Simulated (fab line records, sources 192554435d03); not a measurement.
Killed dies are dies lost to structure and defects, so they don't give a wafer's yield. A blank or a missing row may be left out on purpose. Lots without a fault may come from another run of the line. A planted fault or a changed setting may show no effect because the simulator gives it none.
Which tool did it? | flow n5_finfet | 9 lots, 27 wafers sampled, at 6 steps of a route of 1938

WHAT THE GAUGES READ, wafer by wafer
N5_WELL_APT_CD_MEAS_08: target cd 200 nm.
lot  | measured    | on        | cd_nm (nm)
L521 | day 1 13:49 | cd_sem-01 | 194.6 195.2 194.8
L527 | day 3 01:43 | cd_sem-03 | 202.1 202.2 200.8
L528 | day 3 08:06 | cd_sem-02 | 203.9 201.6 203.4
L530 | day 3 19:52 | cd_sem-03 | 199.5 200.3 202.3
L531 | day 4 01:41 | cd_sem-01 | 194.4 196.8 196.5
L532 | day 4 07:43 | cd_sem-03 | 204.5 201.8 203.1
L539 | day 6 01:34 | cd_sem-02 | 181.7 182.5 181.9
L540 | day 6 08:22 | cd_sem-01 | 181.9 182.5 183.0
L544 | day 7 07:34 | cd_sem-01 | 202.2 199.1 200.8

N5_WELL_APT_OVL_MEAS_26.
lot  | measured    | on         | PWELL_OVL (nm)
L521 | day 1 15:10 | overlay-02 | -4 8 3
L527 | day 3 04:39 | overlay-02 | 0 -8 2
L528 | day 3 09:52 | overlay-01 | 12 4 1
L530 | day 3 23:09 | overlay-01 | -3 4 7
L531 | day 4 02:59 | overlay-01 | 1 5 5
L532 | day 4 08:53 | overlay-01 | -2 -14 -7
L539 | day 6 02:48 | overlay-01 | 6 12 9
L540 | day 6 09:31 | overlay-02 | 1 5 -2
L544 | day 7 08:44 | overlay-01 | -5 1 -1

N5_PMOS_HMC_CHANNEL_EPI_OVL_MEAS_10.
lot  | measured    | on         | PMOS_HMC_BLK_OVL (nm)
L521 | day 1 17:28 | overlay-02 | -0.4 -0.5 0.9
L527 | day 3 08:04 | overlay-01 | 0.3 -1.0 -0.5
L528 | day 3 12:53 | overlay-01 | 0.7 -0.3 -1.0
L530 | day 4 01:52 | overlay-02 | -0.2 -0.4 0.4
L531 | day 4 05:09 | overlay-02 | -0.8 -0.7 -0.4
L532 | day 4 11:29 | overlay-02 | 1.0 0.4 0.4
L539 | day 6 04:58 | overlay-01 | -1.3 -0.3 0.1
L540 | day 6 11:56 | overlay-02 | -1.1 -0.6 -0.9
L544 | day 7 11:23 | overlay-01 | -0.3 -0.1 -1.7

N5_BEOL_M4_RC_MEAS_101.
lot  | measured     | on        | DIBL_N (mV/V)  | DIBL_P (mV/V)  | IOFF_N (nA/um)    | IOFF_P (nA/um) | ION_N (uA/um) | ION_P (uA/um) | SS_N (mV/dec)  | SS_P (mV/dec)  | VT_N (mV)   | VT_P (mV)
L521 | day 8 00:49  | prober-01 | 35.4 36.6 37.7 | 34.2 36.3 38.0 | 0.131 0.148 0.168 | 0.21 0.23 0.26 | 669 671 678   | 466 463 474   | 70.9 70.6 71.4 | 72.6 73.3 73.8 | 251 251 248 | -247 -247 -246
L527 | day 9 13:25  | prober-02 | 34.1 36.5 33.6 | 35.9 38.9 35.0 | 0.137 0.184 0.140 | 0.20 0.24 0.18 | 666 681 674   | 462 467 457   | 71.4 71.9 71.2 | 72.8 73.5 72.2 | 252 246 249 | -251 -252 -256
L528 | day 10 08:22 | prober-01 | 34.1 38.1 35.6 | 33.3 39.7 35.3 | 0.108 0.193 0.132 | 0.13 0.22 0.16 | 658 688 674   | 448 467 458   | 70.8 71.8 71.5 | 72.8 74.8 73.4 | 258 247 253 | -261 -251 -253
L530 | day 10 12:04 | prober-01 | 39.0 39.8 35.8 | 39.5 41.5 36.2 | 0.203 0.230 0.138 | 0.21 0.25 0.17 | 686 691 666   | 461 470 453   | 72.2 72.4 71.7 | 73.6 74.4 73.2 | 248 246 253 | -253 -251 -256
L531 | day 10 16:03 | prober-01 | 38.4 35.7 38.5 | 38.2 35.4 37.9 | 0.192 0.151 0.189 | 0.23 0.20 0.23 | 686 686 682   | 466 472 467   | 72.0 72.2 72.3 | 73.5 73.9 73.2 | 248 253 249 | -249 -250 -250
L532 | day 11 00:14 | prober-02 | 36.0 38.8 35.1 | 33.9 37.8 34.1 | 0.134 0.198 0.120 | 0.17 0.24 0.18 | 659 688 667   | 455 470 461   | 70.7 71.3 71.5 | 73.4 74.6 73.5 | 252 245 254 | -251 -250 -252
L539 | day 12 22:43 | prober-02 | 34.8 37.4 33.3 | 35.7 36.9 33.8 | 0.120 0.139 0.092 | 0.18 0.20 0.16 | 656 639 638   | 458 444 453   | 71.3 72.3 70.8 | 73.2 73.4 72.5 | 255 260 262 | -254 -253 -253
L540 | day 12 21:31 | prober-01 | 36.0 36.4 37.2 | 36.9 37.4 37.1 | 0.172 0.175 0.193 | 0.20 0.21 0.21 | 681 680 684   | 468 466 462   | 72.0 71.5 72.3 | 73.3 73.0 73.7 | 247 249 248 | -250 -248 -247
L544 | day 13 18:51 | prober-01 | 35.6 35.7 34.8 | 34.2 34.9 32.8 | 0.128 0.124 0.117 | 0.16 0.16 0.14 | 659 668 654   | 445 458 447   | 71.3 71.0 71.2 | 73.0 73.4 72.5 | 255 254 256 | -257 -258 -261

WHICH TOOL RAN EACH LOT (tool, then ch and the chambers of the sampled wafers, then the start)
lot  | N5_WELL_APT_PEB_06               | N5_PMOS_HMC_CHANNEL_EPI_ETCH_32
L521 | litho_track-01 ch 0, day 1 13:41 | rie_diel-06 ch 2,3, day 1 17:34
L527 | litho_track-05 ch 0, day 3 01:35 | rie_diel-05 ch 0,1,3, day 3 08:37
L528 | litho_track-04 ch 0, day 3 07:59 | rie_diel-06 ch 0,1,2, day 3 12:59
L530 | litho_track-04 ch 0, day 3 19:45 | rie_diel-02 ch 1,3, day 4 01:57
L531 | litho_track-01 ch 0, day 4 01:34 | rie_diel-02 ch 0,3, day 4 05:14
L532 | litho_track-04 ch 0, day 4 07:37 | rie_diel-02 ch 0,1,3, day 4 11:34
L539 | litho_track-01 ch 0, day 6 01:26 | rie_diel-05 ch 0,3, day 6 05:03
L540 | litho_track-01 ch 0, day 6 08:15 | rie_diel-02 ch 1,2,3, day 6 12:07
L544 | litho_track-04 ch 0, day 7 07:26 | rie_diel-05 ch 0,2,3, day 7 11:34
- N5_WELL_APT_PEB_06: peb time 90 s.
- N5_PMOS_HMC_CHANNEL_EPI_ETCH_32: etches BARC in N2/H2, stops on SiO2, target depth 85.8 nm, time 50.3 s.

WHAT THE TOOLS THEMSELVES READ (means of the sampled wafers that have a number; where no wafer has one, the mark that the record gives instead)
N5_WELL_APT_PEB_06.
lot  | tool           | heater_power_total_W (W) | plate_temp_C (C) | resist_line_temp_C (C)
L521 | litho_track-01 | 172.2                    | 129.98           | 23.05
L527 | litho_track-05 | 172.6                    | 130.02           | 22.89
L528 | litho_track-04 | 171.6                    | 129.96           | 22.93
L530 | litho_track-04 | 172.7                    | 130.30           | 23.07
L531 | litho_track-01 | 172.3                    | 129.94           | 22.97
L532 | litho_track-04 | 173.4                    | 129.89           | 23.01
L539 | litho_track-01 | 167.7                    | 127.35           | 22.98
L540 | litho_track-01 | 168.1                    | 127.18           | 22.93
L544 | litho_track-04 | 172.6                    | 130.08           | 22.94

N5_PMOS_HMC_CHANNEL_EPI_ETCH_32.
lot  | tool        | drypump_motor_current_A (A) | n2_flow_sccm (sccm) | oes_product_au (a.u.) | rf_fwd_power_W (W) | rf_vpp_V (V) | showerhead_plenum_p_Torr (Torr) | throttle_valve_pct (%)
L521 | rie_diel-06 | 5.7                         | 200.1               | 0.63                  | 828                | 522.6        | 2.50                            | 17.97
L527 | rie_diel-05 | 5.5                         | 199.8               | 0.64                  | 831                | 526.4        | 2.64                            | 17.91
L528 | rie_diel-06 | 5.7                         | 200.0               | 0.69                  | 832                | 521.5        | 2.48                            | 17.66
L530 | rie_diel-02 | 5.5                         | 200.2               | 0.73                  | 835                | 526.4        | 2.61                            | 17.82
L531 | rie_diel-02 | 6.2                         | 200.0               | 0.66                  | 829                | 526.2        | 2.61                            | 17.97
L532 | rie_diel-02 | 5.8                         | 199.7               | 0.68                  | 831                | 526.2        | 2.62                            | 18.00
L539 | rie_diel-05 | 5.5                         | 200.2               | 0.61                  | 832                | 526.3        | 2.61                            | 18.00
L540 | rie_diel-02 | 5.7                         | 200.4               | 0.66                  | 833                | 525.3        | 2.61                            | 17.98
L544 | rie_diel-05 | 5.5                         | 199.9               | 0.62                  | 829                | 523.7        | 2.55                            | 17.91

THE ANSWER, worked out from the rows above alone
Rule: what is usual is taken from the lots themselves. Put in order of their means at a reading, lots are off if they are a third of the lots or fewer, leave a main group of 4 or more, and stand apart from it by a gap of 3 or more times the standard deviation of the main group's means; of several such gaps the widest counts. A main group whose means are all the same, to the digits that the tables above print for the reading, isn't used. A lot without any number at a reading at which 4 lots or more have one is off too. The other lots that the step has rows for count as sound. The gauges are gone through in route order, then the tools' own readings, and for those a lot's mean is taken as printed above. The first step at which some lot is off is used, and at that step the reading that is off furthest; a lot without a number counts as furthest.
Off: L539, L540, at N5_WELL_APT_CD_MEAS_08 (cd_nm). The main group: mean 200.0 nm, standard deviation 3.1.
A tool fits if, at a process step before that reading, it ran every lot that is off, and no sound lot after the first of them. The gauges at N5_WELL_APT_CD_MEAS_08 aren't tried: what is off there is off at N5_WELL_APT_PEB_06 too, on other tools, and a gauge's error can't cause that. One fits: litho_track-01 at N5_WELL_APT_PEB_06. Its last sound lot is L531 (day 4 01:34), its first lot that is off L539 (day 6 01:26): a fault that began between those two fits.
The tool's own readings at N5_WELL_APT_PEB_06 bear it out: on the lots that are off they differ by more than 5 times the standard deviation of the sound lots' means. heater_power_total_W reads 167.9 W there against 172.5 W on the sound lots; plate_temp_C reads 127.27 C there against 130.02 C on the sound lots.

WHAT THE SIMULATOR HAD PUT IN
Process parameter drift: litho_track-01, from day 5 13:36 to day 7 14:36, at N5_WELL_APT_PEB_06. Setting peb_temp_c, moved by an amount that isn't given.
Lots struck among those shown: L539, L540. The rule above found the same.
